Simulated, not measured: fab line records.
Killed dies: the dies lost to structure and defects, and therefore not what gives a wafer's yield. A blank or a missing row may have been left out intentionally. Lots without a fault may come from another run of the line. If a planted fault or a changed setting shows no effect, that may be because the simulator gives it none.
fab line records    flow n5Finfet
[record] lots = 7  wafers = 39
route steps=1938 shown BEOL_M4@1070
startH: hours from the record's opening day to when the first of the lot's shown wafers began    waitH: hours since the lot's step before    " same as the row above    L1.1+2: a row that stands for several wafers    - no value, or no start was given    * or withheld: withheld    < > ~ a bound
route shown NAME@n: a module of which the file shows steps, and the number in the route of the first    usual: mean/standard deviation of fault-free wafers    same: alike in all rows    chamber/n: place in a boat    sites: per-site readings    _std_site: their standard deviation    _edge_site: mean of outer sites minus mean of inner sites    radiusMm: how far each site lies from the wafer's centre    mask NAME#n: copy n    behind: the tool/chamber that last shaped the wafer    hold: cause of the lot's hold/its duration in hours/its outcome    device: names the non-switching transistor (n, p or np)    end of line: tests run on the same wafers once the route is complete    step lacking rows: just its recipe    killed: count of dies lost to structure and defects at first sort (not the wafer's yield)    map: a wafer's dies, x killed, . not, _ none there
set.NAME: the setting as run; set.NAME@STEP: as run at that earlier step    model.NAME: the simulator's own value behind a step, which no gauge read
lots where settings were altered on purpose, with a table for each step and a row for each wafer
[[steps]]
[step N5_BEOL_M4_TRENCH_ETCH_37]
[recipe] chemistry = C4F6/O2  targetDepthA = 555.55  target = SiOC  timeS = 29.2  ionEnergyEv = 250  pressureMtorr = 30  sourceW = 355  biasW = 185  Ar_flow_sccm = 300  C4F6_flow_sccm = 10  O2_flow_sccm = 10
lot.wafer  tool        chamber  startH  waitH  set.targetDepthA  model.BEOL_M4.featureDepthNm  model.etch.depthNm  model.TiN_of_BEOL_M4_HM_DEP_02.thkNm
L074.1     rieDiel-05  1        -       -      684.4             66.4                          66.42               17.2
L074.2     "           3        "       "      684.4             68.2                          68.21               17.2
L074.3     "           2        "       "      555.55            56.2                          56.16               17.6
L074.4     "           0        "       "      555.55            55.8                          55.82               17.6
L074.5     "           2        "       "      684.4             69.4                          69.33               17.2
L074.6     "           3        "       "      555.55            55.4                          55.31               17.6
L075.1     rieDiel-03  2        -       -      555.55            55                            54.95               18
L075.2     "           0        "       "      466.5             46.6                          46.63               18.6
L075.3     "           3        "       "      555.55            55.6                          55.54               18.2
L075.4     "           1        "       "      555.55            56.2                          56.25               17.8
L075.5     "           2        "       "      466.5             45.8                          45.79               18.4
L075.6     "           3        "       "      466.5             47.2                          47.21               18.4
L078.1     rieDiel-03  2        -       -      305.1             29.6                          29.54               19
L078.2     "           0        "       "      555.55            55.8                          55.71               18
L078.3     "           3        "       "      305.1             30.2                          30.3                19
L078.4     "           1        "       "      555.55            56.2                          56.13               17.6
L078.5     "           0        "       "      305.1             30.8                          30.81               19
L078.6     "           3        "       "      555.55            56.2                          56.27               17.8
L079.1     rieDiel-03  0        -       -      555.55            56                            55.99               17.4
L079.2     "           3        "       "      555.55            55.4                          55.46               17.4
L079.6     "           0        "       "      555.55            56.2                          56.2                17.6
L082.1     rieDiel-05  2        -       -      555.55            55.2                          55.15               17.6
L082.2     "           1        "       "      555.55            55.4                          55.38               17.6
L082.3     "           0        "       "      374.9             37.4                          37.48               18.2
L082.4     "           2        "       "      555.55            55.2                          55.23               17.6
L082.5     "           1        "       "      374.9             37.6                          37.54               18.4
L082.6     "           0        "       "      374.9             37.8                          37.87               18.2
L085.1     rieDiel-03  1        -       -      555.55            55.8                          55.87               17.8
L085.2     "           2        "       "      283.3             28                            27.91               19
L085.3+4   "           3,0      "       "      283.3             28.2                          28.14               19
L085.5     "           0        "       "      555.55            55.8                          55.84               18
L085.6     "           1        "       "      555.55            56.2                          56.2                17.8
L090.1     rieDiel-04  1        -       -      555.55            56.2                          56.11               17.4
L090.2     "           3        "       "      699.4             71.2                          71.19               16.8
L090.3     "           2        "       "      555.55            56.4                          56.46               17.4
L090.4     "           0        "       "      555.55            56.8                          56.75               17.4
L090.5     "           0        "       "      699.4             71.4                          71.5                17
L090.6     "           3        "       "      699.4             71                            71.04               17
[step N5_BEOL_M4_ETCH_41]
[recipe] chemistry = CH3F/O2  target = SiCN  targetDepthA = 299  taperDeg = 2  timeS = 52.5  ionEnergyEv = 120  maskMaterial = TiN  pressureMtorr = 30  sourceW = 395  biasW = 75  Ar_flow_sccm = 150  CH3F_flow_sccm = 30  O2_flow_sccm = 20
[step N5_BEOL_M4_STRIP_97]
[recipe] chemistry = N2/H2  timeS = 10  powerW = 450  tempC = 40  pressureMtorr = 20  rfFrequencyHz = 6e+07  biasPowerW = 7  n2FlowSccm = 200  h2FlowSccm = 200
[step N5_BEOL_M4_OCD_MEAS_38]
[usual] trenchDepthNm = 55.6/0.78
lot.wafer  tool    chamber  startH  waitH  set.targetDepthA@BEOL_M4_TRENCH_ETCH_37  trenchDepthNm
L074.1     ocd-02  -        160.22  -      684.4                                    66.0
L074.2     "       -        "       "      684.4                                    68.6
L074.3     "       -        "       "      555.55                                   56.1
L074.4     "       -        "       "      555.55                                   55.5
L074.5     "       -        "       "      684.4                                    69.9
L074.6     "       -        "       "      555.55                                   55.1
L075.1     ocd-02  -        163.48  -      555.55                                   55.4
L075.2     "       -        "       "      466.5                                    46.6
L075.3     "       -        "       "      555.55                                   55.4
L075.4     "       -        "       "      555.55                                   56.4
L075.5     "       -        "       "      466.5                                    46.1
L075.6     "       -        "       "      466.5                                    47.2
L078.1     ocd-01  -        182.61  -      305.1                                    29.3
L078.2     "       -        "       "      555.55                                   55.6
L078.3     "       -        "       "      305.1                                    30.2
L078.4     "       -        "       "      555.55                                   56.3
L078.5     "       -        "       "      305.1                                    30.9
L078.6     "       -        "       "      555.55                                   56.0
L079.1     ocd-01  -        206.24  -      555.55                                   55.8
L079.2     "       -        "       "      555.55                                   55.8
L079.6     "       -        "       "      555.55                                   56.2
L082.1     ocd-01  -        209.33  -      555.55                                   55.1
L082.2     "       -        "       "      555.55                                   55.6
L082.3     "       -        "       "      374.9                                    38.0
L082.4     "       -        "       "      555.55                                   55.4
L082.5     "       -        "       "      374.9                                    37.1
L082.6     "       -        "       "      374.9                                    37.7
L085.1     ocd-02  -        241.29  -      555.55                                   55.9
L085.2     "       -        "       "      283.3                                    27.7
L085.3     "       -        "       "      283.3                                    27.7
L085.4     "       -        "       "      283.3                                    28.1
L085.5     "       -        "       "      555.55                                   55.9
L085.6     "       -        "       "      555.55                                   56.3
L090.1     ocd-01  -        267.17  -      555.55                                   55.9
L090.2     "       -        "       "      699.4                                    71.3
L090.3     "       -        "       "      555.55                                   56.0
L090.4     "       -        "       "      555.55                                   56.9
L090.5     "       -        "       "      699.4                                    71.5
L090.6     "       -        "       "      699.4                                    70.8
[step N5_BEOL_M4_HM_STRIP_39]
[recipe] chemistry = peroxideTinStrip  material = TiN  targetDepthA = 250  tempC = 50  timeS = 158
[step N5_BEOL_M4_SRD_40]
[recipe] timeS = 30  tempC = 23  rinseLiquid = diw  dry = ipaMarangoni
[step N5_BEOL_M4_ECD_50]
[recipe] material = Cu  targetThkA = 3000
[step N5_BEOL_M4_ANNEAL_51]
[recipe] tempC = 225  timeS = 90  ambient = N2
[step N5_BEOL_M4_CMP_52]
[recipe] stopOn = SiOC  tOverpolishS = 6.8  downForcePsi = 1  platenRpm = 50  clearingPlatenDownForcePsi = 1.5  clearingPlatenRpm = 50  postCmpClean = cuAlkaline  targetThkNm = 40  clearingPlatenPadVelocityMS = 0.99484  padVelocityMS = 0.99484
lot.wafer  tool    chamber  startH  waitH  set.targetDepthA@BEOL_M4_TRENCH_ETCH_37  model.Cu_of_BEOL_M4_ECD_50.thkNm
L074.4     cmp-03  3        164.21  0.3    555.55                                   39.2
L074.1     "       0        "       "      684.4                                    50.4
L074.2     "       1        "       "      684.4                                    51.6
L074.3     "       2        "       "      555.55                                   40.2
L074.6     "       3        "       "      555.55                                   39.8
L074.5     "       0        "       "      684.4                                    53.8
L075.3     cmp-01  3        166.54  0.2    555.55                                   40
L075.4     "       0        "       "      555.55                                   38.6
L075.2+5   "       1,3      "       "      466.5                                    31.8
L075.1     "       2        "       "      555.55                                   40.4
L075.6     "       0        "       "      466.5                                    31.2
L078.4     cmp-03  3        187.38  0.1    555.55                                   41.6
L078.3     "       0        "       "      305.1                                    15
L078.1     "       1        "       "      305.1                                    13.2
L078.2     "       2        "       "      555.55                                   39
L078.5     "       3        "       "      305.1                                    16
L078.6     "       0        "       "      555.55                                   40.4
L079.1     cmp-01  0        209.54  0.3    555.55                                   39.6
L079.2     "       1        "       "      555.55                                   39.4
L079.6     "       1        "       "      555.55                                   41
L082.3+5   cmp-01  1        212.44  0.2    374.9                                    22.2
L082.1+4   "       2,0      "       "      555.55                                   41.2
L082.2     "       3        "       "      555.55                                   41.4
L082.6     "       2        "       "      374.9                                    23.8
L085.4     cmp-03  3        246.15  0.1    283.3                                    12
L085.2     "       0        "       "      283.3                                    11.8
L085.1+6   "       1,3      "       "      555.55                                   40.2
L085.3     "       2        "       "      283.3                                    12.6
L085.5     "       0        "       "      555.55                                   40.6
L090.4     cmp-01  0        272.14  0.1    555.55                                   42
L090.1     "       1        "       "      555.55                                   41.4
L090.2     "       2        "       "      699.4                                    57.6
L090.3     "       3        "       "      555.55                                   43.8
L090.5     "       0        "       "      699.4                                    57.8
L090.6     "       1        "       "      699.4                                    56.6
[step N5_BEOL_M4_THK_MEAS_53]
[recipe] thkMeasGauge = xrf  reads = Cu_of_BEOL_M4_ECD_50
[usual] M4_THK = 40.3/1.2
lot.wafer  tool          chamber  startH  waitH  set.targetDepthA@BEOL_M4_TRENCH_ETCH_37  M4_THK[nm]
L074.1     filmMetro-01  -        164.51  -      684.4                                    50.2
L074.2     "             -        "       "      684.4                                    51.3
L074.3     "             -        "       "      555.55                                   40.0
L074.4     "             -        "       "      555.55                                   39.1
L074.5     "             -        "       "      684.4                                    53.5
L074.6     "             -        "       "      555.55                                   39.6
L075.1     filmMetro-02  -        166.83  -      555.55                                   40.6
L075.2     "             -        "       "      466.5                                    31.8
L075.3     "             -        "       "      555.55                                   40.1
L075.4     "             -        "       "      555.55                                   38.7
L075.5     "             -        "       "      466.5                                    31.7
L075.6     "             -        "       "      466.5                                    31.1
L078.1     filmMetro-02  -        187.68  -      305.1                                    12.9
L078.2     "             -        "       "      555.55                                   38.8
L078.3     "             -        "       "      305.1                                    14.9
L078.4     "             -        "       "      555.55                                   41.2
L078.5     "             -        "       "      305.1                                    15.9
L078.6     "             -        "       "      555.55                                   40.1
L079.1     filmMetro-01  -        209.84  -      555.55                                   39.5
L079.2     "             -        "       "      555.55                                   39.6
L079.6     "             -        "       "      555.55                                   41.1
L082.1     filmMetro-01  -        212.73  -      555.55                                   41.1
L082.2     "             -        "       "      555.55                                   41.7
L082.3     "             -        "       "      374.9                                    22.2
L082.4     "             -        "       "      555.55                                   41.4
L082.5     "             -        "       "      374.9                                    22.1
L082.6     "             -        "       "      374.9                                    24.0
L085.1     filmMetro-01  -        246.45  -      555.55                                   40.4
L085.2     "             -        "       "      283.3                                    11.8
L085.3     "             -        "       "      283.3                                    12.6
L085.4     "             -        "       "      283.3                                    12.0
L085.5     "             -        "       "      555.55                                   40.6
L085.6     "             -        "       "      555.55                                   40.4
L090.1     filmMetro-02  -        272.43  -      555.55                                   41.3
L090.2     "             -        "       "      699.4                                    57.8
L090.3     "             -        "       "      555.55                                   43.9
L090.4     "             -        "       "      555.55                                   42.2
L090.5     "             -        "       "      699.4                                    57.7
L090.6     "             -        "       "      699.4                                    56.8
[step N5_BEOL_M4_PRE_CLEAN_60]
[recipe] gas = NH3/H2  timeS = 15  tempC = *  rfPowerW = 300
[step N5_BEOL_M4_CO_CAP_55]
[recipe] material = Co  targetThkA = 20  tempC = 200  precursor = CCTBA/H2  pressureTorr = 30  timeS = 102.1
[step N5_BEOL_M4_PRE_CLEAN_56]
[recipe] gas = NH3  timeS = 15  tempC = withheld  rfPowerW = 300
[step N5_BEOL_M4_DEP_57]
[recipe] material = SiCN  targetThkA = 80  tempC = withheld  precursor = 3MS/NH3  pressureTorr = 3  rfW = 202  timeS = 14
[step N5_BEOL_M4_RS_MEAS_58]
[recipe] thkMeasGauge = four-point-probe  reads = Co_of_BEOL_M4_CO_CAP_55+Cu_of_BEOL_M4_ECD_50+Co_of_BEOL_M4_CVD_47+TaN_of_BEOL_M4_ALD_84
[usual] M4_RS = 0.660/0.026
lot.wafer  tool          chamber  startH  waitH  set.targetDepthA@BEOL_M4_TRENCH_ETCH_37  M4_RS[ohm/sq]
L074.1     filmMetro-02  -        164.77  0.0    684.4                                    0.497
L074.2     "             -        "       "      684.4                                    0.483
L074.3     "             -        "       "      555.55                                   0.663
L074.4     "             -        "       "      555.55                                   0.685
L074.5     "             -        "       "      684.4                                    0.460
L074.6     "             -        "       "      555.55                                   0.674
L075.1     filmMetro-02  -        167.09  0.0    555.55                                   0.660
L075.2     "             -        "       "      466.5                                    0.901
L075.3     "             -        "       "      555.55                                   0.669
L075.4     "             -        "       "      555.55                                   0.699
L075.5     "             -        "       "      466.5                                    0.905
L075.6     "             -        "       "      466.5                                    0.922
L078.1     filmMetro-02  -        187.95  0.1    305.1                                    3.078
L078.2     "             -        "       "      555.55                                   0.689
L078.3     "             -        "       "      305.1                                    2.531
L078.4     "             -        "       "      555.55                                   0.635
L078.5     "             -        "       "      305.1                                    2.318
L078.6     "             -        "       "      555.55                                   0.660
L079.1     filmMetro-02  -        210.47  0.0    555.55                                   0.678
L079.2     "             -        "       "      555.55                                   0.682
L079.6     "             -        "       "      555.55                                   0.645
L082.1     filmMetro-01  -        213.06  0.0    555.55                                   0.645
L082.2     "             -        "       "      555.55                                   0.638
L082.3     "             -        "       "      374.9                                    1.470
L082.4     "             -        "       "      555.55                                   0.646
L082.5     "             -        "       "      374.9                                    1.477
L082.6     "             -        "       "      374.9                                    1.326
L085.1     filmMetro-02  -        246.71  0.0    555.55                                   0.664
L085.2     "             -        "       "      283.3                                    3.604
L085.3     "             -        "       "      283.3                                    3.294
L085.4     "             -        "       "      283.3                                    3.520
L085.5     "             -        "       "      555.55                                   0.656
L085.6     "             -        "       "      555.55                                   0.662
L090.1     filmMetro-01  -        272.69  0.0    555.55                                   0.641
L090.2     "             -        "       "      699.4                                    0.422
L090.3     "             -        "       "      555.55                                   0.593
L090.4     "             -        "       "      555.55                                   0.628
L090.5     "             -        "       "      699.4                                    0.421
L090.6     "             -        "       "      699.4                                    0.432
[[key]]
[split] step = N5_BEOL_M4_TRENCH_ETCH_37  setting = targetDepthA  stated = 555.55  by = wafer
[response] step = N5_BEOL_M4_TRENCH_ETCH_37  reading = model.BEOL_M4.featureDepthNm  change = +0.562  per = 1%  r = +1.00
[response] step = N5_BEOL_M4_TRENCH_ETCH_37  reading = model.etch.depthNm  change = +0.563  per = 1%  r = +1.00
[response] step = N5_BEOL_M4_TRENCH_ETCH_37  reading = model.TiN_of_BEOL_M4_HM_DEP_02.thkNm  change = -0.023  per = 1%  r = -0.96
[response] step = N5_BEOL_M4_OCD_MEAS_38  reading = trenchDepthNm  change = +0.569  per = 1%  r = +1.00
[response] step = N5_BEOL_M4_CMP_52  reading = model.Cu_of_BEOL_M4_ECD_50.thkNm  change = +0.566  per = 1%  r = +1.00
[response] step = N5_BEOL_M4_THK_MEAS_53  reading = M4_THK  change = +0.566  per = 1%  r = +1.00
[response] step = N5_BEOL_M4_RS_MEAS_58  reading = M4_RS  change = -0.0382  per = 1%  r = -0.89
